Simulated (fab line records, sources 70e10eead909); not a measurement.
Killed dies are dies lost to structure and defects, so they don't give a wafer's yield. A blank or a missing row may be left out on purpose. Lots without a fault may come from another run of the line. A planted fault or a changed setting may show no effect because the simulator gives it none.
fab line records | flow nand_harc
record lots=7 wafers=19 last_day=34
route steps=1302 shown P_CONTACT@218
lots that met no fault: from a run of the same line without faults
start_h: hours from the record's first day to the start of the lot's first wafer shown | wait_h: hours since the lot's step before | " the same as in the row above | L1.1+2: a row that stands for several wafers | - no value, or no start given | * or withheld: withheld | < > ~ a bound
route shown NAME@n: a module of which the file shows steps, and the number in the route of the first | usual: mean/standard deviation of fault-free wafers | same: alike in all rows | chamber/n: place in a boat | sites: the reading at each site | _std_site: their standard deviation | _edge_site: outer sites' mean less inner sites' | radius_mm: how far each site lies from the wafer's centre | mask NAME#n: copy n | behind: the tool/chamber that last shaped the wafer | hold: why the lot was held/for how many hours/how that ended | device: the transistor (n, p or np) that didn't switch | end of line: the same wafers' tests at the end of the route | a step without rows: its recipe alone | killed: dies lost to structure and defects at the first sort, not the wafer's yield | map: a wafer's dies, x killed, . not, _ none there
set.NAME: the setting as run; set.NAME@STEP: as run at that earlier step | model.NAME: the simulator's own value behind a step, which no gauge read
lots at some steps of the route; a table a step, a row a wafer
services: from which hour (start_h, from the record's first day; less than 0 if before it) a tool's chamber was out of use, for how many hours, and why
## steps
# step NHARC_P_CONTACT_DEP_00
# recipe target_thk_a=5000 temp_c=400 pressure_torr=6.5 rf_w=900 teos_flow_sccm=161.4 flow_sccm=2650 target_thk_nm=500 gas=O2 material=SiO2
# usual heater_power_w=585/100 showerhead_vpp_V=1891/80 throttle_valve_pct=15.9/0.59
# columns lot.wafer tool chamber start_h wait_h heater_power_w showerhead_vpp_V since_wet_clean_h throttle_valve_pct
L919.3 pecvd-01 1 - - 543 1804 50 15.0
L919.6 " 2 " " 534 1904 - 16.4
L920.2 pecvd-01 2 - - 484 1944 57 16.2
L920.5 " 2 " " 495 1899 - 16.3
L920.4 " 1 " " 456 1823 - 15.3
L921.1 pecvd-03 0 - - 610 2083 14 15.5
L921.5 " 1 " " 608 1944 - 16.3
L924.3 pecvd-04 0 - - 624 1856 161 15.5
L924.1 " 1 " " 521 1886 161 16.6
L924.4 " 2 " " 400 1879 - 16.2
L931.2 pecvd-03 1 - - 703 1917 134 16.4
L931.5 " 0 " " 597 2139 - 15.6
L931.6 " 1 " " 537 1908 - 16.7
L932.5 pecvd-01 0 - - 786 1947 - 15.8
L932.4 " 1 " " 520 1812 - 14.7
L932.6 " 2 " " 580 1919 - 16.0
L934.3 pecvd-01 0 - - 675 1909 33 15.6
L934.2 " 1 " " 554 1810 33 15.3
L934.4 " 2 " " 595 1870 - 16.3
# step NHARC_P_CONTACT_CMP_01
# recipe target_thk_nm=200 material=SiO2
# usual motor_current_A=12.0/1.9
# columns lot.wafer tool chamber start_h wait_h motor_current_A
L919.3 cmp-04 1 193.94 - 9.7
L919.6 " 2 " " 9.8
L920.4 cmp-04 2 200.87 - 10.1
L920.2 " 1 " " 10.0
L920.5 " 2 " " 10.1
L921.1 cmp-02 0 212.91 - 10.9
L921.5 " 2 " " 11.6
L924.1 cmp-04 2 262.13 - 10.4
L924.3 " 3 " " 16.2
L924.4 " 0 " " 13.0
L931.2 cmp-04 3 332.09 - 14.7
L931.6 " 0 " " 13.4
L931.5 " 1 " " 10.4
L932.4 cmp-02 0 337.27 - 10.4
L932.6 " 2 " " 12.3
L932.5 " 3 " " 13.6
L934.4 cmp-01 0 357.61 - 11.9
L934.2 " 1 " " 12.3
L934.3 " 2 " " 10.6
# step NHARC_P_CONTACT_SRD_03
# step NHARC_P_CONTACT_DEHYDRATE_04
# recipe temp_c=150 time_s=120
# step NHARC_P_CONTACT_HMDS_05
# recipe time_s=30
# step NHARC_P_CONTACT_COAT_33
# recipe temp_c=260 time_s=75
# step NHARC_P_CONTACT_COAT_34
# recipe temp_c=225 time_s=65
# step NHARC_P_CONTACT_COAT_06
# recipe spin_rpm=1500 resist_thk_nm=90
# step NHARC_P_CONTACT_SOFTBAKE_07
# recipe temp_c=105 time_s=55
# step NHARC_P_CONTACT_EBR_08
# step NHARC_P_CONTACT_EXPOSE_09
# recipe na=1.35 target_cd_nm=90 dose_mj=81.26 mask_id=P_CA
# step NHARC_P_CONTACT_PEB_10
# recipe peb_temp_c=100 peb_time_s=65
# columns lot.wafer tool chamber start_h wait_h
L919.3+6 litho_track-01 0 194.62 0.1
L920.2+4+5 litho_track-01 0 201.52 0.1
L921.1+5 litho_track-01 0 213.59 0.1
L924.1+3+4 litho_track-06 0 262.88 0.1
L931.2+5+6 litho_track-04 0 332.76 0.1
L932.4+5+6 litho_track-01 0 337.97 0.0
L934.2+3+4 litho_track-01 0 358.22 0.1
# step NHARC_P_CONTACT_DEVELOP_11
# recipe develop_time_s=35 dev_temp_c=23
# step NHARC_P_CONTACT_CD_MEAS_12
# recipe target_cd_nm=90 landing_energy_ev=500
# usual cd_nm=89.9/0.66
# columns lot.wafer tool chamber start_h wait_h cd_nm
L919.3 cd_sem-03 0 194.70 - 103.2
L919.6 " 0 " " 90.8
L920.2 cd_sem-03 0 201.60 - 90.3
L920.4 " 0 " " 90.6
L920.5 " 0 " " 101.7
L921.1 cd_sem-01 0 213.66 - 89.0
L921.5 " 0 " " 102.4
L924.1 cd_sem-03 0 262.96 - 89.0
L924.3 " 0 " " 90.1
L924.4 " 0 " " 89.5
L931.2 cd_sem-03 0 332.84 - 89.1
L931.5 " 0 " " 89.9
L931.6 " 0 " " 90.4
L932.4 cd_sem-01 0 338.06 - 89.4
L932.5 " 0 " " 90.0
L932.6 " 0 " " 89.4
L934.2 cd_sem-01 0 358.30 - 89.8
L934.3 " 0 " " 89.5
L934.4 " 0 " " 89.8
# step NHARC_P_CONTACT_OVL_MEAS_13
# usual overlay_x_nm=0.1/0.79 overlay_y_nm=0.1/0.53
# columns lot.wafer tool chamber start_h wait_h overlay_x_nm overlay_y_nm
L919.3 overlay-01 - 194.79 - -0.5 0.6
L919.6 " - " " 0.0 0.5
L920.2 overlay-01 - 201.69 - -0.8 0.6
L920.4 " - " " -0.6 0.6
L920.5 " - " " -1.5 0.2
L921.1 overlay-01 - 213.75 - -0.9 0.4
L921.5 " - " " -0.6 0.4
L924.1 overlay-02 - 263.04 - -1.1 0.0
L924.3 " - " " -0.9 -0.1
L924.4 " - " " -1.1 -0.5
L931.2 overlay-01 - 332.93 - 1.8 -0.4
L931.5 " - " " 1.7 -0.4
L931.6 " - " " 1.7 -0.4
L932.4 overlay-01 - 338.14 - 0.3 0.0
L932.5 " - " " 0.7 0.2
L932.6 " - " " 0.8 0.3
L934.2 overlay-02 - 358.38 - 1.0 1.0
L934.3 " - " " 1.2 0.1
L934.4 " - " " 0.8 0.5
# step NHARC_P_CONTACT_INSPECT_14
# usual raw_defect_count=3.7/2.1
# columns lot.wafer tool chamber start_h wait_h raw_defect_count
L919.3 defect_inspect-02 - 194.82 0.0 7
L919.6 " - " " 2
L920.2 defect_inspect-02 - 201.73 0.0 8
L920.4 " - " " 2
L920.5 " - " " 4
L921.1 defect_inspect-02 - 213.79 0.0 1
L921.5 " - " " 3
L924.1 defect_inspect-02 - 263.08 0.0 3
L924.3 " - " " 3
L924.4 " - " " 4
L931.2 defect_inspect-01 - 332.97 0.0 2
L931.5 " - " " 6
L931.6 " - " " 3
L932.4 defect_inspect-02 - 338.17 0.0 3
L932.5 " - " " 7
L932.6 " - " " 2
L934.2 defect_inspect-01 - 358.42 0.0 3
L934.3 " - " " 3
L934.4 " - " " 1
# step NHARC_P_CONTACT_DESCUM_17
# recipe time_s=3 o2_flow_sccm=200 ar_flow_sccm=0 bias_power_w=0 chemistry=O2
# usual drypump_motor_current_A=5.7/0.31 oes_product_au=0.999/0.0084 rf_vpp_V=57.7/0.87 showerhead_plenum_p_Torr=1.88/0.07 throttle_valve_pct=11.311/0.0092
# same bias_power_w=0
# columns lot.wafer tool chamber start_h wait_h drypump_motor_current_A oes_product_au rf_hours_counter_h rf_vpp_V showerhead_plenum_p_Torr throttle_valve_pct model.P_CONTACT.cd_nm
L919.3 rie_diel-03 0 194.88 0.1 5.4 1.008 2.1 57.6 1.82 11.305 102.3
L919.6 " 1 " " 5.6 0.987 - 57.8 1.86 11.301 90.27
L920.2 rie_diel-03 3 201.80 0.1 5.7 0.991 2.1 56.9 1.79 11.308 89.68
L920.4 " 0 " " 5.4 1.016 2.5 56.8 1.82 11.320 90.3
L920.5 " 2 " " 6.0 1.006 - 55.9 1.90 11.310 101.5
L921.1 rie_diel-03 0 213.86 0.1 5.4 1.005 3.0 58.7 1.82 11.326 88.63
L921.5 " 3 " " 5.7 0.996 - 57.9 1.79 11.307 101.9
L924.4 rie_diel-03 0 263.15 0.1 5.3 1.004 4.5 57.0 1.82 11.326 89.55
L924.1 " 1 " " 5.6 0.986 4.2 57.8 1.86 11.312 88.92
L924.3 " 2 " " 6.0 1.011 3.4 58.8 1.90 11.307 90.11
L931.2 rie_diel-12 3 333.03 0.1 6.3 0.984 2.8 57.5 1.81 11.311 88.53
L931.5 " 3 " " 6.3 0.997 - 58.5 1.81 11.304 89.43
L931.6 " 0 " " 5.4 0.997 - 57.5 1.89 11.301 90.1
L932.4 rie_diel-13 0 338.24 0.1 6.0 1.009 4.2 57.4 1.91 11.307 90.42
L932.6 " 3 " " 6.0 0.998 - 60.0 1.98 11.314 89.57
L932.5 " 0 " " 6.0 1.008 - 57.9 1.91 11.314 91.2
L934.3 rie_diel-12 3 358.48 0.1 6.3 0.997 4.5 56.3 1.81 11.317 89.32
L934.4 " 0 " " 5.4 0.991 4.0 58.6 1.89 11.304 89.77
L934.2 " 1 " " 5.2 1.003 3.5 58.1 2.00 11.290 90.01
# step NHARC_P_CONTACT_ETCH_35
# recipe target_depth_a=390 over_etch_frac=0.3 time_s=65 ion_energy_ev=80 cf4_flow_sccm=150 ar_flow_sccm=0 rf_w=300 bias_w=100 chemistry=CF4
# usual drypump_motor_current_A=5.7/0.31 oes_product_au=1.000/0.0099 rf_vpp_V=151.0/1.1 showerhead_plenum_p_Torr=1.74/0.061 throttle_valve_pct=13.284/0.0086
# columns lot.wafer tool chamber start_h wait_h drypump_motor_current_A oes_product_au rf_hours_counter_h rf_vpp_V showerhead_plenum_p_Torr throttle_valve_pct
L919.3 rie_diel-03 0 194.98 0.1 5.4 1.005 2.1 149.8 1.69 13.277
L919.6 " 2 " " 6.0 1.002 - 152.3 1.76 13.268
L920.2 rie_diel-03 2 201.87 0.1 6.0 1.008 2.1 151.6 1.76 13.284
L920.4 " 3 " " 5.6 1.007 2.1 151.0 1.67 13.293
L920.5 " 2 " " 6.0 1.006 - 150.9 1.76 13.292
L921.1 rie_diel-03 1 213.94 0.1 5.6 0.982 2.9 151.6 1.72 13.284
L921.5 " 0 " " 5.4 1.012 - 149.8 1.69 13.277
L924.1 rie_diel-03 1 263.23 0.1 5.6 0.989 4.2 149.6 1.72 13.298
L924.3 " 3 " " 5.6 1.010 4.2 149.9 1.67 13.288
L924.4 " 0 " " 5.4 1.009 4.6 151.9 1.69 13.279
L931.2 rie_diel-12 2 333.13 0.1 5.3 1.007 2.4 152.0 1.84 13.289
L931.5 " 3 " " 6.3 0.988 - 149.4 1.68 13.299
L931.6 " 0 " " 5.4 1.005 - 151.1 1.75 13.288
L932.4 rie_diel-13 3 338.33 0.1 6.0 1.015 4.0 150.7 1.83 13.281
L932.5 " 1 " " 5.7 1.001 - 150.4 1.77 13.280
L932.6 " 2 " " 5.6 1.007 - 149.9 1.68 13.292
L934.2 rie_diel-12 1 358.56 0.1 5.2 0.979 3.5 150.9 1.85 13.288
L934.3 " 3 " " 6.2 0.985 4.5 150.3 1.68 13.274
L934.4 " 0 " " 5.4 0.983 4.0 151.4 1.75 13.289
# step NHARC_P_CONTACT_ETCH_36
# recipe target_depth_a=2600 over_etch_frac=0.25 time_s=406.25 ion_energy_ev=200 n2_flow_sccm=150 h2_flow_sccm=150 ar_flow_sccm=0 rf_w=400 bias_w=150 chemistry=N2/H2
# usual drypump_motor_current_A=5.7/0.31 oes_product_au=1.001/0.0091 rf_vpp_V=429.7/2.3 showerhead_plenum_p_Torr=2.01/0.076 throttle_valve_pct=14.173/0.0089
# columns lot.wafer tool chamber start_h wait_h drypump_motor_current_A oes_product_au rf_hours_counter_h rf_vpp_V showerhead_plenum_p_Torr throttle_valve_pct
L919.3 rie_diel-03 3 - - 5.7 0.987 1.8 427.7 1.91 14.186
L919.6 " 2 " " 6.0 1.011 - 429.9 2.03 14.168
L920.2 rie_diel-03 2 - - 6.0 1.002 2.2 430.8 2.03 14.170
L920.4 " 3 " " 5.7 0.997 2.2 428.0 1.91 14.174
L920.5 " 3 " " 5.7 0.991 - 427.3 1.91 14.169
L921.1 rie_diel-03 1 - - 5.6 0.994 3.0 428.9 1.98 14.164
L921.5 " 3 " " 5.6 0.995 - 426.5 1.91 14.158
L924.1 rie_diel-03 0 - - 5.4 1.000 4.6 427.1 1.93 14.191
L924.3 " 1 " " 5.6 0.991 4.3 429.3 1.98 14.180
L924.4 " 3 " " 5.7 0.991 4.3 426.7 1.91 14.165
L931.2 rie_diel-12 1 - - 5.2 0.997 2.0 433.6 2.14 14.162
L931.6 " 0 " " 5.4 1.001 - 429.8 2.02 14.162
L931.5 " 1 " " 5.2 0.994 - 433.7 2.14 14.168
L932.4 rie_diel-13 2 - - 5.6 1.004 3.6 427.8 1.92 14.175
L932.6 " 1 " " 5.7 1.000 - 432.0 2.04 14.154
L932.5 " 2 " " 5.6 0.993 - 426.2 1.92 14.174
L934.2 rie_diel-12 0 - - 5.4 0.994 4.0 431.1 2.02 14.162
L934.3 " 1 " " 5.2 1.001 3.6 434.8 2.14 14.179
L934.4 " 3 " " 6.2 0.982 4.6 427.6 1.92 14.182
# step NHARC_P_CONTACT_ETCH_18
# recipe target_depth_a=4810 time_s=240.5 c4f8_flow_sccm=20 o2_flow_sccm=10 ar_flow_sccm=withheld rf_w=600 bias_w=1500 chemistry=C4F8/O2/Ar
# usual oes_product_au=0.955/0.022 rf_vpp_V=976/5.1
# columns lot.wafer tool chamber start_h wait_h oes_product_au rf_hours_counter_h rf_vpp_V
L919.3 rie_diel-03 3 - - 0.954 1.9 968
L919.6 " 3 " " 0.952 - 970
L920.2 rie_diel-03 1 - - 0.951 2.6 975
L920.4 " 3 " " 0.975 2.4 970
L920.5 " 0 " " 0.990 - 971
L921.1 rie_diel-03 0 - - 0.933 3.3 973
L921.5 " 0 " " 0.940 - 971
L924.3 rie_diel-03 1 - - 0.928 4.5 974
L924.1 " 2 " " 0.931 3.5 977
L924.4 " 3 " " 0.930 4.4 970
L931.2 rie_diel-12 3 - - 0.956 3.0 971
L931.6 " 1 " " 0.975 - 983
L931.5 " 2 " " 0.985 - 983
L932.4 rie_diel-13 2 - - 0.967 3.8 971
L932.5 " 1 " " 0.972 - 979
L932.6 " 2 " " 0.976 - 972
L934.2 rie_diel-12 0 - - 0.953 4.2 978
L934.3 " 1 " " 0.968 3.8 985
L934.4 " 2 " " 0.985 4.2 983
# step NHARC_P_CONTACT_STRIP_37
# recipe c4f8_flow_sccm=withheld o2_flow_sccm=8 ar_flow_sccm=withheld bias_w=0 chemistry=C4F8/O2/Ar
# step NHARC_P_CONTACT_ETCH_31
# recipe target_depth_a=300 time_s=85.7 ion_energy_ev=120 over_etch_frac=1 ch3f_flow_sccm=50 o2_flow_sccm=30 ar_flow_sccm=200 rf_w=500 bias_w=100 chemistry=CH3F/O2
# usual drypump_motor_current_A=5.7/0.31 oes_product_au=0.976/0.014 rf_vpp_V=243.8/1.5 showerhead_plenum_p_Torr=2.41/0.087 throttle_valve_pct=20.663/0.0084
# columns lot.wafer tool chamber start_h wait_h drypump_motor_current_A oes_product_au rf_hours_counter_h rf_vpp_V showerhead_plenum_p_Torr throttle_valve_pct model.P_CONTACT.cd_nm
L919.3 rie_diel-03 2 - - 6.0 0.977 2.0 243.6 2.45 20.661 99.17
L919.6 " 0 " " 5.4 0.977 - 242.8 2.34 20.658 88.35
L920.4 rie_diel-03 0 - - 5.4 1.009 2.8 243.4 2.34 20.655 89.7
L920.2 " 2 " " 6.0 0.987 2.4 245.2 2.44 20.653 86.64
L920.5 " 3 " " 5.7 0.972 - 243.2 2.31 20.653 100.9
L921.1 rie_diel-03 3 - - 5.7 0.958 3.0 242.4 2.31 20.666 91.16
L921.5 " 3 " " 5.7 0.955 - 241.7 2.31 20.660 101.1
L924.3 rie_diel-03 0 - - 5.4 0.963 4.9 241.9 2.34 20.668 90.3
L924.1 " 1 " " 5.6 0.958 4.6 243.6 2.39 20.668 88.09
L924.4 " 3 " " 5.7 0.947 4.4 241.7 2.31 20.659 86.53
L931.2 rie_diel-12 0 - - 5.4 0.969 2.6 242.9 2.43 20.664 90.59
L931.5 " 3 " " 6.3 0.980 - 242.1 2.33 20.666 90.13
L931.6 " 0 " " 5.4 0.982 - 243.5 2.43 20.677 90.55
L932.4 rie_diel-13 2 - - 5.6 0.983 4.0 243.0 2.33 20.660 90.44
L932.5 " 2 " " 5.6 0.978 - 243.2 2.33 20.661 91.93
L932.6 " 3 " " 6.0 0.976 - 245.0 2.54 20.652 90.01
L934.4 rie_diel-12 3 - - 6.2 0.963 4.7 242.8 2.33 20.661 90.06
L934.2 " 0 " " 5.5 0.982 4.3 245.9 2.43 20.663 88.45
L934.3 " 1 " " 5.2 0.999 3.9 245.9 2.57 20.652 89.71
# step NHARC_P_CONTACT_CD_MEAS_19
# usual cd_nm=89.2/1.5
# columns lot.wafer tool chamber start_h wait_h cd_nm
L919.3 cd_sem-03 - 195.76 - 99.2
L919.6 " - " " 88.2
L920.2 cd_sem-02 - 202.66 - 86.6
L920.4 " - " " 89.6
L920.5 " - " " 101.1
L921.1 cd_sem-03 - 214.72 - 91.4
L921.5 " - " " 101.3
L924.1 cd_sem-02 - 264.01 - 88.0
L924.3 " - " " 90.4
L924.4 " - " " 86.7
L931.2 cd_sem-03 - 333.90 - 90.8
L931.5 " - " " 90.0
L931.6 " - " " 90.6
L932.4 cd_sem-01 - 339.11 - 90.2
L932.5 " - " " 91.9
L932.6 " - " " 90.1
L934.2 cd_sem-01 - 359.35 - 88.4
L934.3 " - " " 89.6
L934.4 " - " " 90.3
## services
# columns tool chamber start_h hours kind
pecvd-03 - 185.00 13.0 pm
cmp-04 - 212.94 4.0 pm
cmp-04 - 230.67 4.0 repair
cmp-02 - 232.50 4.0 pm
rie_diel-03 2 234.11 5.2 repair
cmp-04 - 236.15 1.7 repair
rie_diel-03 2 244.72 2.7 repair
cmp-04 - 248.57 2.8 repair
rie_diel-12 0 248.93 30.6 repair
rie_diel-12 3 267.11 12.1 repair
rie_diel-12 - 268.57 9.0 pm
cmp-02 - 270.76 0.5 repair
rie_diel-03 - 281.30 9.0 pm
cmp-02 - 283.39 0.9 repair
pecvd-03 - 295.93 0.4 repair
rie_diel-12 2 300.75 1.2 repair
cmp-04 - 310.94 4.0 pm
pecvd-01 - 311.00 13.0 pm
rie_diel-12 2 316.86 4.9 repair
litho_track-01 - 330.00 7.0 pm
cmp-04 - 330.28 1.3 repair
pecvd-01 - 341.16 1.4 repair
rie_diel-13 - 342.00 9.0 pm
rie_diel-03 2 348.50 3.1 repair
## key
first_sign step=NHARC_P_CONTACT_CD_MEAS_12 reading=cd_nm direction=up sigmas=19 usual=89.9 struck=102.4
effect step=NHARC_P_CONTACT_CD_MEAS_19 reading=cd_nm direction=up sigmas=7.5 usual=89.2 struck=100.5
model_effect step=NHARC_P_CONTACT_DESCUM_17 value=P_CONTACT.cd_nm without=89.45 struck=101.9
model_effect step=NHARC_P_CONTACT_ETCH_31 value=P_CONTACT.cd_nm without=87.98 struck=100.4
met_at NHARC_P_CONTACT_PEB_10
struck_wafers L919.3,L920.5,L921.5
sort_left_out L919.3,L920.5,L921.5
tester_left_out L919,L920,L921
fault kind=process_parameter_drift tool=litho_track-01 chamber=- onset_h=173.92 steps=NHARC_P_CONTACT_PEB_10 channel=peb_time_s offset=* shape=step end_h=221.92 scope=struck_wafers_only acts_in=* stated=*
# tester_left_out: of these lots the tester's yield and bins aren't shown, on N5 and GAA mostly nor the transistor test; their killed dies are dies lost to structure and defects alone, not to doping, threshold or leakage, so they don't give the yield
# sort_left_out: the simulated sort isn't trusted on such a fault, so these wafers' sort isn't shown, and their yield isn't known
